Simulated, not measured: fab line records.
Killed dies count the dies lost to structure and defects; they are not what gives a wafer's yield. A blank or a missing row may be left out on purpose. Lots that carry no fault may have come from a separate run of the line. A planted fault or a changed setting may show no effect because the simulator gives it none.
Which tool was responsible?    flow n5 finfet    9 lots, 27 wafers sampled, at 5 steps of a route of 1938

== WHAT THE GAUGES READ, wafer by wafer ==
N5_BEOL_M1_CD_MEAS_11: target cd 17.05 nm. Usual: cd nm reads 17.01 nm (standard deviation 0.25).
lot   measured      on         cd nm (nm)         flag
L485  day 6 04:10   cd sem-03  17.43 17.04 17.30  
L487  day 6 15:45   cd sem-01  16.95 17.11 17.06  
L489  day 7 01:12   cd sem-03  17.34 17.00 17.15  
L492  day 8 00:09   cd sem-01  16.60 16.76 17.47  
L502  day 10 12:23  cd sem-03  17.13 16.77 16.99  
L504  day 10 22:14  cd sem-01  17.27 16.80 17.46  
L503  day 10 23:00  cd sem-02  17.48 17.27 17.09  
L506  day 11 11:15  cd sem-01  17.25 17.44 17.13  
L508  day 11 17:54  cd sem-02  16.79 16.66 16.67  

N5_BEOL_M4_RC_MEAS_101. Usual: DIBL_N 36.3 mV/V, standard deviation 2; DIBL_P 36.3 mV/V, standard deviation 2.4; IOFF_N 0.16 nA/um, standard deviation 0.034; IOFF_P 0.21 nA/um, standard deviation 0.035; ION_N 672 uA/um, standard deviation 12; ION_P 459 uA/um, standard deviation 6.5; SS_N 71.6 mV/dec, standard deviation 0.67; SS_P 73.3 mV/dec, standard deviation 0.71; VT_N 250 mV, standard deviation 3.5; VT_P -251 mV, standard deviation 3.
lot   measured      on         DIBL_N (mV/V)   DIBL_P (mV/V)   IOFF_N (nA/um)  IOFF_P (nA/um)  ION_N (uA/um)  ION_P (uA/um)  SS_N (mV/dec)   SS_P (mV/dec)   VT_N (mV)    VT_P (mV)       flag
L485  day 8 00:26   prober-02  35.2 37.8 35.8  33.4 36.8 34.4  0.12 0.17 0.14  0.18 0.23 0.19  658 676 672    453 464 459    71.4 71.9 71.5  72.0 73.4 72.6  252 248 252  -254 -248 -250  
L487  day 8 07:41   prober-02  32.6 32.3 32.3  31.7 31.6 31.5  0.10 0.10 0.10  0.15 0.15 0.15  651 653 664    456 453 456    70.0 69.8 70.1  72.0 71.8 72.1  259 256 257  -256 -253 -254  
L489  day 8 23:09   prober-02  36.8 35.0 36.5  38.7 37.0 38.6  0.17 0.15 0.16  0.20 0.18 0.21  675 675 675    453 458 453    71.6 70.9 71.7  73.8 73.1 73.9  250 253 253  -254 -255 -252  
L492  day 10 03:58  prober-02  31.6 33.2 33.5  31.6 33.4 34.0  0.11 0.13 0.14  0.16 0.18 0.20  650 660 668    451 457 458    71.4 70.7 71.6  72.7 72.2 73.1  258 252 251  -253 -251 -248  
L502  day 13 05:17  prober-02  39.6 39.0 37.7  39.7 39.1 38.0  0.21 0.19 0.17  0.25 0.24 0.22  684 676 674    467 463 470    72.5 72.7 72.5  73.8 73.7 73.3  244 249 251  -249 -249 -251  
L504  day 13 20:22  prober-02  36.9 34.1 39.1  37.5 33.3 39.4  0.17 0.12 0.21  0.21 0.14 0.23  678 659 682    459 448 458    71.0 70.7 72.3  73.6 72.5 73.4  248 255 246  -251 -256 -251  
L503  day 14 07:01  prober-02  37.0 34.8 38.7  38.8 34.8 38.5  0.20 0.15 0.24  0.25 0.19 0.24  682 666 676    462 454 458    71.8 71.2 72.4  74.3 74.1 74.0  247 249 244  -248 -252 -249  
L506  day 14 05:52  prober-01  37.9 37.1 40.2  38.8 37.0 40.1  0.20 0.18 0.24  0.25 0.22 0.28  699 679 693    473 463 469    72.3 71.9 72.8  74.4 73.8 74.6  245 246 243  -248 -249 -250  
L508  day 14 14:23  prober-01  36.8 37.2 36.1  37.1 37.9 36.1  0.19 0.20 0.18  0.22 0.24 0.21  680 679 684    459 459 462    71.8 72.0 72.0  73.0 73.4 72.6  248 246 245  -249 -248 -251  

== WHICH TOOL RAN EACH LOT (tool, then ch and the chambers of the sampled wafers, then the start) ==
lot   N5_BEOL_M1_PECVD_72              N5_BEOL_M1_HM_DEP_02          N5_BEOL_M1_ETCH_74
L485  pecvd-01 ch 1,2, day 6 03:33     pvd sputter-03, day 6 03:46   rie diel-01 ch 1,2,3, day 6 04:20
L487  pecvd-04 ch 0,1, day 6 13:50     pvd sputter-03, day 6 15:21   rie diel-04 ch 0,1,3, day 6 15:54
L489  pecvd-03 ch 0,1, day 7 00:14     pvd sputter-01, day 7 00:49   rie diel-04 ch 0,1, day 7 01:34
L492  pecvd-01 ch 0,1, day 7 21:35     pvd sputter-02, day 7 23:37   rie diel-04 ch 1,2,3, day 8 00:23
L502  pecvd-04 ch 0,1,2, day 10 10:53  pvd sputter-02, day 10 11:59  rie diel-04 ch 0,1,3, day 10 12:32
L504  pecvd-01 ch 0,1, day 10 20:17    pvd sputter-03, day 10 21:44  rie diel-03 ch 0,2,3, day 10 22:37
L503  pecvd-03 ch 0,1, day 10 22:16    pvd sputter-03, day 10 22:37  rie diel-04 ch 2,3, day 10 23:10
L506  pecvd-04 ch 1,2, day 11 10:36    pvd sputter-02, day 11 10:44  rie diel-01 ch 0,2,3, day 11 11:25
L508  pecvd-01 ch 1,2, day 11 16:50    pvd sputter-01, day 11 17:31  rie diel-03 ch 0,1,2, day 11 18:03
- N5_BEOL_M1_PECVD_72: deposits SiO2 from TEOS/O2, target thk 16 nm, time 18 s.
- N5_BEOL_M1_HM_DEP_02: deposits TiN, target thk 20 nm.
- N5_BEOL_M1_ETCH_74: etches underlayer in N2/H2, target depth 6.5 nm, time 5.2 s.

== AS READ BY THE TOOLS THEMSELVES (means over the sampled wafers that have a number; for cases with no such wafer, the mark the record gives instead) ==
N5_BEOL_M1_PECVD_72. Usual: heater power w 672 W, standard deviation 100; showerhead plenum p Torr 8.81 Torr, standard deviation 0.071; throttle valve pct 22.0 %, standard deviation 0.89.
lot   tool      heater power w (W)  showerhead plenum p Torr (Torr)  throttle valve pct (%)  flag
L485  pecvd-01  630                 8.80                             23.0                    
L487  pecvd-04  586                 8.87                             22.1                    
L489  pecvd-03  792                 8.84                             23.1                    
L492  pecvd-01  672                 8.77                             21.8                    
L502  pecvd-04  597                 8.84                             21.9                    
L504  pecvd-01  627                 8.84                             22.1                    
L503  pecvd-03  755                 8.85                             23.1                    
L506  pecvd-04  616                 8.79                             21.4                    
L508  pecvd-01  640                 8.77                             21.3                    

N5_BEOL_M1_HM_DEP_02. Usual: throttle valve pct reads 30.2 % (standard deviation 0.99).
lot   tool            throttle valve pct (%)  flag
L485  pvd sputter-03  30.2                    
L487  pvd sputter-03  30.0                    
L489  pvd sputter-01  31.1                    
L492  pvd sputter-02  30.6                    
L502  pvd sputter-02  30.1                    
L504  pvd sputter-03  30.1                    
L503  pvd sputter-03  30.6                    
L506  pvd sputter-02  29.5                    
L508  pvd sputter-01  29.9                    

N5_BEOL_M1_ETCH_74. Usual: bias w is 150.0 W with standard deviation 0.48, drypump motor current A is 5.8 A with standard deviation 0.76, etch rf on time s is 5.26 s with standard deviation 0.11, oes product au is 0.67 a.u. with standard deviation 0.057, rf vpp V is 523.8 V with standard deviation 2.6, showerhead plenum p Torr is 2.54 Torr with standard deviation 0.083, and throttle valve pct is 17.72 % with standard deviation 0.21.
lot   tool         bias w (W)  drypump motor current A (A)  etch rf on time s (s)  oes product au (a.u.)  rf vpp V (V)  showerhead plenum p Torr (Torr)  throttle valve pct (%)  flag
L485  rie diel-01  150.2       5.5                          5.34                   0.67                   522.0         2.49                             17.72                   
L487  rie diel-04  149.7       5.6                          5.28                   0.66                   525.1         2.60                             17.77                   
L489  rie diel-04  150.2       5.2                          5.27                   0.62                   527.8         2.66                             17.80                   
L492  rie diel-04  150.0       6.0                          5.23                   0.71                   522.3         2.54                             17.66                   
L502  rie diel-04  161.8       5.6                          5.06                   0.66                   549.7         2.59                             17.84                   OFF
L504  rie diel-03  150.3       6.5                          5.30                   0.64                   522.5         2.50                             17.91                   
L503  rie diel-04  162.0       6.6                          5.06                   0.74                   547.1         2.47                             17.52                   OFF
L506  rie diel-01  149.9       5.7                          5.21                   0.66                   522.5         2.52                             17.74                   
L508  rie diel-03  150.5       6.1                          5.36                   0.66                   522.5         2.51                             17.67                   

== THE ANSWER, worked out from the rows above alone ==
Rule: take the mean of a lot's wafers that have a number; if it is more than 3 standard deviations from the usual mean, the lot is off. A lot without any number at a reading at which 4 lots or more have one is off too. The other lots that the step has rows for count as sound. After the gauges, taken in route order, come the tools' own readings; for these a lot's mean is taken, as printed above. At the first step where some lot is off, the reading lying furthest off is the one used; lots without a number count as furthest.
Off, at N5_BEOL_M1_ETCH_74 on bias w: L502, L503.
A tool fits if, at that step or a process step before it, it ran every lot that is off, and no sound lot after the first of them. One candidate fits, namely rie diel-04 at N5_BEOL_M1_ETCH_74. A fault onset in the window from L492 (day 8 00:23, its last sound lot) to L502 (day 10 12:32, its first lot off) fits.
The tool's own readings at N5_BEOL_M1_ETCH_74 bear it out: on the lots that are off they differ by more than 5 times the standard deviation of the sound lots' means. bias w reads 161.9 W there against 150.1 W on the sound lots; rf vpp V reads 548.4 V there against 523.5 V on the sound lots.

== WHAT HAD BEEN PUT IN BY THE SIMULATOR ==
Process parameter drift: rie diel-04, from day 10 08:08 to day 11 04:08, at N5_BEOL_M1_ETCH_74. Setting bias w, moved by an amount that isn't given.
Struck lots among those shown: L502, L503. This agrees with what the rule above found.
